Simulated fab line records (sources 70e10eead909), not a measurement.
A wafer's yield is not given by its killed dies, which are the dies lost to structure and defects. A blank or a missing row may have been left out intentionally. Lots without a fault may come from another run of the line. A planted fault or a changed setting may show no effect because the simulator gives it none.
Matching of chambers | flow nand harc | NHARC_HYBRID_BOND_ACTIVATE_00 on rie diel-04 has 4 sister chambers
The step chemistry N2, time 60 s. 14 wafers are shown with their chamber, then 7 later ones without.

EACH WAFER AND ITS CHAMBER
wafer  | chamber | drypump motor current A (A) | oes product au (a.u.) | rf vpp V (V)
L421.2 | 0       | 5.4                         | 0.997                 | 65.1
L421.5 | 2       | 5.3                         | 0.997                 | 64.3
L421.6 | 1       | 5.3                         | 1.000                 | 63.6
L419.2 | 0       | 5.4                         | 0.996                 | 64.1
L419.3 | 3       | 6.5                         | 1.003                 | 65.8
L419.6 | 3       | 6.6                         | 1.010                 | 63.8
L424.2 | 3       | 6.5                         | 1.010                 | 64.8
L424.3 | 1       | 5.3                         | 1.002                 | 66.0
L424.6 | 3       | 6.5                         | 1.005                 | 64.7
L422.3 | 1       | 5.3                         | 0.995                 | 63.9
L422.5 | 2       | 5.3                         | 0.992                 | 62.7
L422.6 | 1       | 5.3                         | 0.992                 | 63.9
L430.1 | 3       | 6.5                         | 1.015                 | 64.3
L430.5 | 1       | 5.3                         | 1.009                 | 65.5

SIGNATURES, as means of the wafers listed above
reading                 | chamber 0 | chamber 1 | chamber 2 | chamber 3 | scatter within a chamber
drypump motor current A | 5.400     | 5.300     | 5.300     | 6.520     | 0.0283
oes product au          | 0.99650   | 0.99960   | 0.99450   | 1.00860   | 0.00525
rf vpp V                | 64.600    | 64.580    | 63.500    | 64.680    | 0.934
Rule: distance of a wafer from a chamber = root of the sum over the readings of ((wafer's reading minus chamber's mean) / reading's scatter) squared. If the next closest chamber is less than 2 further off than the closest, the wafer can't be placed; otherwise it belongs to the closest. The scatter: the root of (the sum of the squares of (reading less its chamber's mean) over the shown wafers, divided by (wafers less chambers)).

WAFERS WITH NO CHAMBER GIVEN
wafer  | drypump motor current A (A) | oes product au (a.u.) | rf vpp V (V)
L430.6 | 5.3                         | 0.999                 | 65.0
L437.1 | 6.5                         | 1.014                 | 64.3
L437.4 | 5.3                         | 1.005                 | 65.2
L437.6 | 5.4                         | 1.006                 | 63.8
L441.1 | 5.2                         | 1.006                 | 64.9
L441.2 | 6.5                         | 1.017                 | 64.1
L441.3 | 5.3                         | 1.010                 | 64.2

WHICH CHAMBER EACH WENT THROUGH
wafer  | from the rows above     | in truth
L430.6 | can't be placed: 1 or 2 | 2
L437.1 | 3                       | 3
L437.4 | can't be placed: 1 or 2 | 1
L437.6 | can't be placed: 0 or 1 | 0
L441.1 | can't be placed: 1 or 2 | 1
L441.2 | 3                       | 3
L441.3 | can't be placed: 1 or 2 | 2
Correct placement for 2 of the 7. Cannot be placed on the basis of these rows: 5; the candidates contain the true chamber in 5. Placed wrongly: 0.
